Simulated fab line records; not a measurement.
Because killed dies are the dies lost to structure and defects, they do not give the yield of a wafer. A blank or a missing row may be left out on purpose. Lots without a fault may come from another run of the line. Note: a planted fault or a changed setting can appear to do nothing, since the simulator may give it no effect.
The tool behind it: which one? ; flow n5Finfet ; Sampling: 14 lots, 42 wafers, 5 of 1938 route steps

## WHAT THE GAUGES SHOWED, per wafer
N5_BEOL_M0_OCD_MEAS_108. Usual: trenchDepthNm reads 32.7 nm (standard deviation 0.62).
lot;measured;on;trenchDepthNm (nm);flag
L648;day 6 01:17;ocd-01;32.4 33.2 32.3;
L649;day 6 15:25;ocd-01;33.9 32.5 32.2;
L651;day 7 03:50;ocd-02;33.3 32.4 32.1;
L653;day 7 11:30;ocd-01;33.2 32.6 34.4;
L654;day 7 16:47;ocd-02;32.1 32.6 33.3;
L655;day 7 20:58;ocd-01;32.3 33.5 33.0;
L657;day 8 10:47;ocd-02;33.1 32.5 32.4;
L659;day 9 00:11;ocd-01;33.1 33.2 32.9;
L658;day 9 00:44;ocd-02;33.5 32.9 31.9;
L662;day 9 17:31;ocd-02;33.1 32.5 32.5;
L663;day 10 01:53;ocd-01;31.5 31.8 32.4;
L664;day 10 04:59;ocd-02;32.2 32.4 32.8;
L668;day 11 02:07;ocd-01;32.3 32.3 34.1;
L670;day 11 10:58;ocd-02;32.5 33.8 32.2;

N5_BEOL_M4_RC_MEAS_101. Usual: DIBL_N 35.9 mV/V, standard deviation 1.6; DIBL_P 35.6 mV/V, standard deviation 2.1; IOFF_N 0.149 nA/um, standard deviation 0.029; IOFF_P 0.20 nA/um, standard deviation 0.033; ION_N 671 uA/um, standard deviation 11; ION_P 460 uA/um, standard deviation 7.3; SS_N 71.4 mV/dec, standard deviation 0.62; SS_P 73.2 mV/dec, standard deviation 0.65; VT_N 251 mV, standard deviation 3.1; VT_P -251 mV, standard deviation 3.4.
lot;measured;on;DIBL_N (mV/V);DIBL_P (mV/V);IOFF_N (nA/um);IOFF_P (nA/um);ION_N (uA/um);ION_P (uA/um);SS_N (mV/dec);SS_P (mV/dec);VT_N (mV);VT_P (mV);flag
L648;day 7 22:20;prober-01;36.1 36.0 34.9;35.7 36.3 33.9;0.154 0.150 0.130;0.20 0.22 0.18;668 666 672;459 460 459;71.1 71.1 70.7;73.1 73.1 73.0;253 252 253;-249 -248 -252;
L649;day 8 12:00;prober-01;34.8 35.9 33.8;36.8 38.6 35.6;0.153 0.169 0.124;0.19 0.20 0.17;687 676 654;462 455 454;71.7 72.1 71.4;73.5 73.4 72.9;252 252 260;-255 -253 -256;
L651;day 9 00:58;prober-02;34.9 32.3 33.7;35.5 33.0 34.1;0.133 0.114 0.122;0.19 0.16 0.18;665 669 667;451 456 464;71.9 70.5 70.7;72.9 73.0 72.4;252 254 252;-251 -253 -254;
L653;day 9 04:26;prober-02;36.4 35.6 36.7;36.1 37.0 38.0;0.144 0.144 0.158;0.17 0.18 0.20;659 665 668;444 452 459;72.3 71.3 71.3;72.7 72.4 73.1;252 250 251;-258 -254 -252;
L654;day 9 13:25;prober-02;38.3 35.9 35.0;37.6 34.8 33.7;0.182 0.149 0.126;0.26 0.22 0.19;680 675 663;468 471 461;72.3 71.2 70.9;73.0 72.7 72.9;247 250 252;-248 -245 -251;
L655;day 9 17:02;prober-01;36.0 36.4 36.3;38.9 37.9 38.7;0.162 0.158 0.175;0.24 0.22 0.24;676 681 704;477 468 480;70.3 71.3 71.8;73.6 73.6 73.8;250 248 248;-247 -248 -245;
L657;day 10 14:43;prober-01;36.8 38.7 37.9;37.4 39.8 38.5;0.169 0.216 0.199;0.20 0.25 0.23;676 690 692;460 467 472;71.2 72.4 71.8;72.9 74.5 74.5;247 246 245;-252 -249 -250;
L659;day 10 17:42;prober-02;37.6 37.4 33.8;37.5 37.5 32.5;0.173 0.169 0.115;0.20 0.19 0.14;676 675 655;456 458 450;71.4 71.1 70.4;73.9 73.7 72.9;248 248 251;-255 -254 -256;
L658;day 10 20:29;prober-01;37.3 34.3 36.1;35.7 32.8 35.5;0.166 0.124 0.151;0.25 0.20 0.24;657 670 660;460 469 459;72.1 70.5 71.3;73.9 72.4 73.4;250 252 250;-248 -249 -249;
L662;day 11 17:20;prober-01;37.1 37.1 37.4;35.7 36.3 37.6;0.152 0.158 0.155;0.18 0.19 0.20;673 670 677;462 464 460;71.7 72.0 72.0;73.0 73.3 73.9;252 250 251;-253 -253 -250;
L663;day 11 17:46;prober-02;36.0 37.8 35.8;33.6 36.3 34.2;0.126 0.148 0.125;0.16 0.20 0.17;662 673 663;457 454 459;71.7 71.1 71.1;72.8 73.7 73.1;252 251 254;-255 -251 -252;
L664;day 12 09:48;prober-02;37.3 36.2 36.7;38.0 35.3 35.5;0.163 0.141 0.150;0.23 0.18 0.19;665 656 661;458 450 458;72.7 71.8 72.4;73.9 73.1 73.3;250 253 253;-251 -257 -254;
L668;day 13 00:59;prober-02;36.6 35.3 35.5;35.6 35.2 34.1;0.183 0.175 0.161;0.23 0.23 0.20;677 686 670;466 469 457;72.1 71.3 72.1;73.3 73.8 73.5;245 245 248;-249 -248 -251;
L670;day 13 15:45;prober-02;34.6 34.9 35.7;34.7 33.6 34.8;0.133 0.135 0.154;0.19 0.16 0.19;665 679 681;458 461 459;71.8 71.3 71.5;72.8 72.4 73.6;251 252 250;-251 -253 -249;

## TOOL THAT RAN EACH LOT (tool first, then ch and the chambers of the sampled wafers, then the start)
lot;N5_BEOL_M0_CVD_115;N5_BEOL_M0_ANNEAL_117;N5_BEOL_M0_ANNEAL_135
L648;cvdCo-01 ch 0,1,2, day 6 02:17;pvdSputter-03, day 6 02:31;pvdSputter-03, day 6 02:45
L649;cvdCo-01 ch 0,1, day 6 16:32;pvdSputter-03, day 6 17:51;pvdSputter-03, day 6 18:05
L651;cvdCo-01 ch 0,1, day 7 06:23;pvdSputter-03, day 7 06:34;pvdSputter-03, day 7 06:48
L653;cvdCo-01 ch 0,1,2, day 7 12:36;pvdSputter-01, day 7 12:47;pvdSputter-01, day 7 13:01
L654;cvdCo-01 ch 0,1, day 7 18:53;pvdSputter-02, day 7 19:59;pvdSputter-02, day 7 20:13
L655;cvdCo-02 ch 0,1,2, day 8 00:01;pvdSputter-03, day 8 00:16;pvdSputter-03, day 8 00:31
L657;cvdCo-02 ch 0,1,2, day 8 11:51;pvdSputter-02, day 8 12:07;pvdSputter-02, day 8 12:21
L659;cvdCo-02 ch 0,2, day 9 01:37;pvdSputter-03, day 9 01:53;pvdSputter-03, day 9 02:08
L658;cvdCo-01 ch 0,2, day 9 01:46;pvdSputter-03, day 9 02:20;pvdSputter-03, day 9 02:34
L662;cvdCo-01 ch 0,1,2, day 9 18:53;pvdSputter-03, day 9 19:04;pvdSputter-03, day 9 19:19
L663;cvdCo-02 ch 1,2, day 10 03:07;pvdSputter-01, day 10 03:23;pvdSputter-01, day 10 03:38
L664;cvdCo-01 ch 0,1,2, day 10 06:54;pvdSputter-02, day 10 07:11;pvdSputter-02, day 10 07:25
L668;cvdCo-02 ch 0,1,2, day 11 03:37;pvdSputter-01, day 11 04:40;pvdSputter-01, day 11 04:54
L670;cvdCo-01 ch 0,1,2, day 11 13:33;pvdSputter-02, day 11 13:44;pvdSputter-02, day 11 13:59
- N5_BEOL_M0_CVD_115: deposits Co from CCTBA/H2, time 120 s.
- N5_BEOL_M0_ANNEAL_117: time 60 s.
- N5_BEOL_M0_ANNEAL_135: time 60 s.

## WHAT THE TOOLS THEMSELVES READ (means of the sampled wafers that have a number; where no wafer has one, the mark that the record gives instead)
N5_BEOL_M0_CVD_115. Usual: runLengthS reads 142.9 s (standard deviation 0.62).
lot;tool;runLengthS (s);flag
L648;cvdCo-01;142.7;
L649;cvdCo-01;142.4;
L651;cvdCo-01;142.6;
L653;cvdCo-01;142.5;
L654;cvdCo-01;142.9;
L655;cvdCo-02;143.5;
L657;cvdCo-02;143.4;
L659;cvdCo-02;143.6;
L658;cvdCo-01;142.6;
L662;cvdCo-01;142.6;
L663;cvdCo-02;128.5;OFF
L664;cvdCo-01;142.6;
L668;cvdCo-02;114.0;OFF
L670;cvdCo-01;142.5;

N5_BEOL_M0_ANNEAL_117. Usual: heaterPowerW reads 796 W (standard deviation 62).
lot;tool;heaterPowerW (W);flag
L648;pvdSputter-03;830;
L649;pvdSputter-03;812;
L651;pvdSputter-03;824;
L653;pvdSputter-01;820;
L654;pvdSputter-02;752;
L655;pvdSputter-03;856;
L657;pvdSputter-02;770;
L659;pvdSputter-03;796;
L658;pvdSputter-03;858;
L662;pvdSputter-03;752;
L663;pvdSputter-01;800;
L664;pvdSputter-02;786;
L668;pvdSputter-01;806;
L670;pvdSputter-02;748;

N5_BEOL_M0_ANNEAL_135. Usual: heaterPowerW reads 796 W (standard deviation 63).
lot;tool;heaterPowerW (W);flag
L648;pvdSputter-03;840;
L649;pvdSputter-03;824;
L651;pvdSputter-03;827;
L653;pvdSputter-01;809;
L654;pvdSputter-02;765;
L655;pvdSputter-03;862;
L657;pvdSputter-02;775;
L659;pvdSputter-03;793;
L658;pvdSputter-03;853;
L662;pvdSputter-03;753;
L663;pvdSputter-01;811;
L664;pvdSputter-02;759;
L668;pvdSputter-01;798;
L670;pvdSputter-02;749;

## THE ANSWER, worked out from the rows above alone
Rule: a lot counts as off when the mean over its wafers that have a number is more than 3 standard deviations away from the usual mean. Also off: a lot with no number at a reading for which 4 or more lots have one. All remaining lots with rows at the step are treated as sound. Order of review: gauges by route order, followed by the tools' own readings, for which a lot's mean as printed above is used. The first step at which some lot is off is used, and at that step the reading that is off furthest; a lot without a number counts as furthest.
Off, at N5_BEOL_M0_CVD_115 on runLengthS: L663, L668.
A tool fits if, at that step or a process step before it, it ran every lot that is off, and no sound lot after the first of them. One fits: N5_BEOL_M0_CVD_115 on cvdCo-02. Its last sound lot is L659 (day 9 01:37), its first lot that is off L663 (day 10 03:07): a fault that began between those two fits.
The tool's own readings at N5_BEOL_M0_CVD_115 bear it out: on the lots that are off they differ by more than 5 times the standard deviation of the sound lots' means. runLengthS reads 121.2 s there against 142.8 s on the sound lots.

## WHAT WAS PUT IN BY THE SIMULATOR
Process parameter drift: cvdCo-02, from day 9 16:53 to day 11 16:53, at N5_BEOL_M0_CVD_115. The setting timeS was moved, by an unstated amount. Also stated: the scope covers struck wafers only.
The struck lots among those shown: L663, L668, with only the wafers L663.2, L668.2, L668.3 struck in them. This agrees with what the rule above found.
